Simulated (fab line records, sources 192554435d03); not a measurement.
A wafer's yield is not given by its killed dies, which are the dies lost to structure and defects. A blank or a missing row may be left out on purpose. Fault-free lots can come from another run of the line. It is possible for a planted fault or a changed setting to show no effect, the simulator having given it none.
Which tool is to blame? | flow n5 finfet | 11 lots with 32 wafers sampled at 4 steps, on a route of 1938 steps

## WHAT EACH GAUGE READ, for each wafer
N5_BEOL_M14_RS_MEAS_54: measurement is done with a four-point probe. Usual: M14_RS gives 0.0328 ohm/sq (standard deviation 0.00067).
lot  | measured     | on            | M14_RS (ohm/sq)      | flag
L985 | day 13 10:25 | film metro-02 | 0.0324 0.0322 0.0323 |
L986 | day 14 03:14 | film metro-01 | 0.0324 0.0338 0.0329 |
L989 | day 14 07:58 | film metro-01 | 0.0341 0.0319 0.0316 |
L984 | day 15 00:51 | film metro-01 | 0.0330 0.0326        |
L998 | day 17 05:10 | film metro-02 | 0.0319 0.0325 0.0331 |
L999 | day 17 20:15 | film metro-01 | 0.0328 0.0326 0.0329 |
L101 | day 18 01:15 | film metro-01 | 0.0318 0.0319 0.0332 |
L102 | day 18 01:32 | film metro-01 | 0.0333 0.0335 0.0328 |
L104 | day 19 06:48 | film metro-02 | 0.0324 0.0326 0.0337 |
L105 | day 19 08:02 | film metro-01 | 0.0323 0.0329 0.0334 |
L106 | day 20 01:50 | film metro-01 | 0.0333 0.0332 0.0324 |

N5_BEOL_M15_CD_MEAS_10: the cd target is 360 nm. Usual: cd nm reads 360.6 nm (standard deviation 1.6).
lot  | measured     | on        | cd nm (nm)        | flag
L985 | day 13 11:02 | cd sem-02 | 358.5 360.6 360.3 |
L986 | day 14 04:00 | cd sem-02 | 363.8 361.5 361.2 |
L989 | day 14 08:35 | cd sem-01 | 371.5 370.9 361.4 | OFF
L984 | day 15 01:35 | cd sem-02 | 361.6 369.5       | OFF
L998 | day 17 05:55 | cd sem-01 | 360.8 357.7 363.0 |
L999 | day 17 20:52 | cd sem-03 | 362.8 357.7 359.6 |
L101 | day 18 01:52 | cd sem-02 | 362.1 358.3 360.8 |
L102 | day 18 02:17 | cd sem-03 | 359.5 361.8 359.4 |
L104 | day 19 07:32 | cd sem-01 | 362.1 361.3 361.1 |
L105 | day 19 08:39 | cd sem-02 | 360.8 358.9 360.6 |
L106 | day 20 02:34 | cd sem-02 | 360.4 360.6 361.2 |

## WHICH TOOL RAN EACH LOT (tool, then ch and the chambers of the sampled wafers, then the start)
lot  | N5_BEOL_M14_SPUTTER_45       | N5_BEOL_M15_EXPOSE_07
L985 | pvd sputter-01, day 13 09:11 | krf scanner-02 ch 0, day 13 10:52
L986 | pvd sputter-01, day 14 02:07 | krf scanner-01 ch 0, day 14 03:50
L989 | pvd sputter-02, day 14 06:21 | krf scanner-01 ch 0, day 14 08:25
L984 | pvd sputter-03, day 14 23:49 | krf scanner-01 ch 0, day 15 01:24
L998 | pvd sputter-01, day 17 04:08 | krf scanner-02 ch 0, day 17 05:44
L999 | pvd sputter-02, day 17 19:11 | krf scanner-02 ch 0, day 17 20:41
L101 | pvd sputter-02, day 18 00:14 | krf scanner-02 ch 0, day 18 01:42
L102 | pvd sputter-01, day 18 00:23 | krf scanner-01 ch 0, day 18 02:07
L104 | pvd sputter-01, day 19 05:46 | krf scanner-02 ch 0, day 19 07:22
L105 | pvd sputter-03, day 19 07:01 | krf scanner-02 ch 0, day 19 08:29
L106 | pvd sputter-01, day 20 00:46 | krf scanner-01 ch 0, day 20 02:25
- N5_BEOL_M14_SPUTTER_45: material Cu, target thk 100 nm, time 16.67 s.
- N5_BEOL_M15_EXPOSE_07: exposes mask V14.

## WHAT THE TOOLS THEMSELVES READ (means of the sampled wafers that have a number; where no wafer has one, the mark that the record gives instead)
N5_BEOL_M14_SPUTTER_45. Usual: throttle valve pct reads 29.7 % (standard deviation 0.94).
lot  | tool           | throttle valve pct (%) | flag
L985 | pvd sputter-01 | 29.0                   |
L986 | pvd sputter-01 | 30.1                   |
L989 | pvd sputter-02 | 29.4                   |
L984 | pvd sputter-03 | 30.5                   |
L998 | pvd sputter-01 | 29.6                   |
L999 | pvd sputter-02 | 29.2                   |
L101 | pvd sputter-02 | 29.4                   |
L102 | pvd sputter-01 | 30.1                   |
L104 | pvd sputter-01 | 29.1                   |
L105 | pvd sputter-03 | 30.1                   |
L106 | pvd sputter-01 | 30.0                   |

N5_BEOL_M15_EXPOSE_07. Usual: focus offset nm reads 0.1 nm (standard deviation 0.52).
lot  | tool           | focus offset nm (nm) | flag
L985 | krf scanner-02 | 0.3                  |
L986 | krf scanner-01 | -0.1                 |
L989 | krf scanner-01 | 0.1                  |
L984 | krf scanner-01 | -0.5                 |
L998 | krf scanner-02 | -0.2                 |
L999 | krf scanner-02 | -0.6                 |
L101 | krf scanner-02 | -0.0                 |
L102 | krf scanner-01 | 0.4                  |
L104 | krf scanner-02 | 0.2                  |
L105 | krf scanner-02 | -0.2                 |
L106 | krf scanner-01 | 0.5                  |

## THE ANSWER, worked out from the rows above alone
Rule: lot off if the mean of its wafers having a number is beyond 3 standard deviations from the usual mean. A lot without any number at a reading at which 4 lots or more have one is off too. The other lots that the step has rows for count as sound. Order of review: gauges by route order, followed by the tools' own readings, for which a lot's mean as printed above is used. The first step at which some lot is off is used, and at that step the reading that is off furthest; a lot without a number counts as furthest.
Off, at N5_BEOL_M15_CD_MEAS_10 on cd nm: L989, L984.
If a tool, at a process step before that reading, ran all the lots that are off and no sound lot after the first of them, it fits. The gauges at N5_BEOL_M15_CD_MEAS_10 are tried like those tools. Not one of the candidates tried fits.

## WHAT THE SIMULATOR HAD INSERTED
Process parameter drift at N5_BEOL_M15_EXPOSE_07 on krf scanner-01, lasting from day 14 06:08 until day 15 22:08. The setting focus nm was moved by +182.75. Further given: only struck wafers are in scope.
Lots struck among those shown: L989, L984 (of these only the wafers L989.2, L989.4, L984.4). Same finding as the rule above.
